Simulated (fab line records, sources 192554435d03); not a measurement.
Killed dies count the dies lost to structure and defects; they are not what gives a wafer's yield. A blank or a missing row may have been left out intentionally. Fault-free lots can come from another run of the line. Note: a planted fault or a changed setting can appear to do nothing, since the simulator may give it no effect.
Struck lot and sound lot, side by side || flow n5Finfet || 28 out of 1938 route steps
Sound: the wafers L971.3, L971.4, L971.5. Struck: wafers L982.2, L982.3, L982.5. The cause is named last.
Order at every step that has rows: each side's tool, ch and its chambers, its first start. Under that, the readings that differ: sound wafers || struck wafers || difference of the means || sigmas: that difference in standard deviations of wafers without a fault.
alike: words and numbers the same on both sides, and readings whose means are apart by under 2 such deviations; not compared: readings that were withheld, readings missing a value for some wafer, numbers with overlapping values and no deviation given by the record, and bounds like >300 which may hide the same value.
Wherever a step has rows on one side only, a row that says differs or no value, or a row with sigmas, the two part there. When numbers do not overlap yet have no deviation, they are printed without sigmas and do not part them. Lack of a reading on every wafer of one side parts them only where that side has two or more wafers.

first, 2 steps without rows for these wafers: N5_DUMMY_GATE_SRD_26 (time 30 s); N5_DUMMY_GATE_UV_OZONE_45 (time 120 s).
N5_DUMMY_GATE_INSPECT_27: inspects for defects (brightfield).
  sound on defectInspect-01 at day 5 00:26; struck on defectInspect-01 at day 7 20:09
  alike: rawDefectCount
N5_SPACER0_ALD_07: deposits SiNx, target thk 2 nm.
  sound on aldSin-04 ch 0,1, day 5 00:28; struck on aldSin-02 ch 0,2,3, day 7 20:11
  alike: heaterPowerW
N5_SPACER0_ALD_00: deposits SiOCN, target thk 3.5 nm, pulse time 3 s, purge time 2 s.
  sound on aldSin-04 ch 0,1, day 5 00:37; struck on aldSin-02 ch 0,2,3, day 7 20:20
  alike: heaterPowerW, precursorPulseHeightRel
then, 1 step without rows for these wafers: N5_SPACER0_ALD_08 (deposits SiNx, target thk 2 nm).
N5_SPACER0_INSPECT_04: inspects for defects (darkfield).
  sound on defectInspect-01 at day 5 01:02; struck on defectInspect-02 at day 7 20:45
  alike: rawDefectCount
then, 5 steps without rows for these wafers: N5_SD_EPI_N_COAT_32 (time 60 s, resist thk 350 nm); N5_SD_EPI_N_COAT_33 (time 60 s, resist thk 35 nm); N5_SD_EPI_N_COAT_03 (resist thk 150 nm); N5_SD_EPI_N_EBR_05; N5_SD_EPI_N_SOFTBAKE_04 (time 60 s).
N5_SD_EPI_N_EXPOSE_06: exposes mask SD N BLK, target cd 120 nm.
  sound on arfiScanner-01 ch 0, day 5 01:21; struck on arfiScanner-01 ch 0, day 7 21:02
{"reading": "exposureDoseMJCm2", "sound": "39.74 39.82 39.71", "struck": "42.80 42.86 42.77", "difference": "+3.05", "sigmas": "+83"}
  alike: mask, reticleTempC
then, 2 steps without rows for these wafers: N5_SD_EPI_N_PEB_07 (peb time 60 s); N5_SD_EPI_N_DEVELOP_08 (develop time 30 s).
N5_SD_EPI_N_CD_MEAS_09 targets a cd of 120 nm.
  sound on cdSem-01 ch 0, day 5 01:28; struck on cdSem-02 ch 0, day 7 21:09
{"reading": "cdNm (nm)", "sound": "120.8 120.6 121.3", "struck": "125.3 124.7 123.9", "difference": "+3.7", "sigmas": "+4"}
N5_SD_EPI_N_OVL_MEAS_10:
  sound on overlay-01 ch 0, day 5 01:29; struck on overlay-02 ch 0, day 7 21:11
  alike: SD_N_BLK_OVL
N5_SD_EPI_N_INSPECT_11: inspects for defects (macro).
  sound on defectInspect-02 at day 5 01:31; struck on defectInspect-01 at day 7 21:12
  alike: rawDefectCount
N5_SD_EPI_N_DESCUM_14: chemistry O2, time 7.9 s.
  sound on rieDiel-05 ch 0,1,2, day 5 01:53; struck on rieDiel-04 ch 1,3, day 7 21:14
{"reading": "rfVppV (V)", "sound": "241.2 240.6 242.7", "struck": "244.6 242.2 246.8", "difference": "+3.0", "sigmas": "+2"}
  alike: drypumpMotorCurrentA, oesProductAu, showerheadPlenumPTorr, throttleValvePct
  not compared: rfHoursCounterH, model.SD_EPI_N.cdNm
N5_SD_EPI_N_ETCH_34: etches SiARC in CF4, target depth 45.5 nm, time 75.8 s.
  sound on rieDiel-05 ch 0,1,2, day 5 01:56; struck on rieDiel-04 ch 1,3, day 7 21:16
{"reading": "rfVppV (V)", "sound": "182.4 182.9 183.6", "struck": "186.1 185.3 186.1", "difference": "+2.9", "sigmas": "+3"}
  alike: drypumpMotorCurrentA, etchRfOnTimeS, oesProductAu, showerheadPlenumPTorr, throttleValvePct
  not compared: rfHoursCounterH
then, 3 steps without rows for these wafers: N5_SD_EPI_N_ETCH_35 (etches SOC in N2/H2, overetch 108 nm, time 486 s); N5_SD_EPI_N_STRIP_36 (strips in N2/H2); N5_SD_EPI_N_ETCHBACK_44 (etches SiNx in CH3F/O2, stops on SiO2, target depth 14.5 nm).
N5_SD_EPI_N_ETCH_45: etches SiOCN in CH3F/O2, target depth 6 nm.
  sound on rieDiel-05 ch 0,1,2, day 5 02:25; struck on rieDiel-04 ch 1,3, day 7 21:45
  alike: drypumpMotorCurrentA, oesProductAu, rfVppV, showerheadPlenumPTorr, throttleValvePct
  not compared: rfHoursCounterH
then, 2 steps without rows for these wafers: N5_SD_EPI_N_ETCH_16 (etches SiO2 in CHF3/O2, target depth 5 nm); N5_SD_EPI_N_STRIP_47 (strips in CHF3/O2).
N5_SD_EPI_N_SD_RECESS_17: chemistry HBr/Cl2/O2, target depth 41 nm, time 23.7 s, bt time 3 s.
  sound on rieSi-06 ch 0,2,3, day 5 02:35; struck on rieSi-05 ch 0,1, day 7 21:56
{"reading": "model.SD_EPI_N.cdNm (nm)", "sound": "121.8 120.4 121.4", "struck": "126.2 124.4 124.2", "difference": "+3.7", "sigmas": ""}
  alike: drypumpMotorCurrentA, oesProductAu, throttleValvePct
  not compared: rfHoursCounterH
N5_SD_EPI_N_STRIP_38: strips in N2/H2.
  sound on plasmaAsher-01 ch 0,1, day 5 02:41; struck on plasmaAsher-02 ch 0,1, day 7 22:02
  alike: drypumpMotorCurrentA, h2FlowSccm, heaterPowerW, oesProductAu
  not compared: rfHoursCounterH

== WHERE THEY PART ==
First at N5_SD_EPI_N_EXPOSE_06; last, within this record, at N5_SD_EPI_N_ETCH_34. Later steps at which nothing parts them and some readings are alike: N5_SD_EPI_N_ETCH_45, N5_SD_EPI_N_SD_RECESS_17, N5_SD_EPI_N_STRIP_38.

WHY: what the simulator had put in
Process parameters drifting: arfiScanner-01 at N5_SD_EPI_N_EXPOSE_06, beginning at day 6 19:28. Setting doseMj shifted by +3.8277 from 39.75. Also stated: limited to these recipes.
